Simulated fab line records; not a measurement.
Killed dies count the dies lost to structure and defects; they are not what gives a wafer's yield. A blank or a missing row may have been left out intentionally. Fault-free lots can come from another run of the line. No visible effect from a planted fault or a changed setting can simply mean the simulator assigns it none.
Chamber matching ; flow nand_harc ; NHARC_P_M1_CMP_23 on cmp-03 has 4 sister chambers
The step polishes, t overpolish 20 s, target thk 157.82 nm. 16 wafers are shown with their chamber, then 8 later ones without.

== WAFERS PAIRED WITH THEIR CHAMBERS ==
wafer;chamber;motor_current_A (A);time_to_endpoint_s (s);retaining_ring_pressure_frac
L075.1;3;10.9;25;0.998
L075.5;2;10.3;30;1.002
L075.6;3;11.2;26;0.996
L076.1;1;12.8;35;1.007
L076.3;0;13.5;30;0.997
L076.6;0;13.8;31;0.995
L078.2;3;10.8;25;1.002
L078.4;1;13.5;28;0.996
L078.6;2;10.6;31;1.003
L084.2;3;11.1;25;0.994
L084.3;1;13.3;32;0.999
L084.6;1;13.7;31;0.999
L089.1;3;11.0;30;1.002
L089.2;2;10.3;36;1.006
L089.3;0;13.3;32;0.998
L093.1;0;14.6;31;1.003

SIGNATURES (means of the wafers above)
reading;chamber 0;chamber 1;chamber 2;chamber 3;scatter within a chamber
motor_current_A;13.800;13.325;10.400;11.000;0.364
time_to_endpoint_s;31.00;31.50;32.33;26.20;2.35
retaining_ring_pressure_frac;0.99825;1.00025;1.00367;0.99840;0.00367
Rule: for a wafer and a chamber, the distance is found by dividing, reading by reading, the gap between the wafer's reading and the chamber's mean by the reading's scatter, squaring, summing and taking the root. If the next closest chamber is less than 2 further off than the closest, the wafer can't be placed; otherwise it belongs to the closest. How the scatter is found: for the shown wafers, subtract from each reading the mean of its chamber, square and add these, divide the total by (wafers less chambers), then take the root.

== WAFERS WITHOUT THEIR CHAMBER ==
wafer;motor_current_A (A);time_to_endpoint_s (s);retaining_ring_pressure_frac
L093.3;11.0;28;0.998
L093.5;14.1;29;1.003
L095.2;10.8;29;1.001
L095.3;13.8;32;0.993
L095.6;11.1;27;1.007
L096.1;10.9;27;1.000
L096.2;13.8;33;1.005
L096.4;13.3;33;1.008

== CHAMBER TAKEN BY EACH ==
wafer;from the rows above;in truth
L093.3;3;3
L093.5;can't be placed: 0 or 1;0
L095.2;can't be placed: 3 or 2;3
L095.3;can't be placed: 0 or 1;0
L095.6;can't be placed: 3 or 2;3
L096.1;3;3
L096.2;can't be placed: 1 or 0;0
L096.4;can't be placed: 1 or 0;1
2 of 8 placed correctly. From these rows, 6 cannot be placed; in 6 the true chamber is one of the candidates. Wrongly placed: 0.
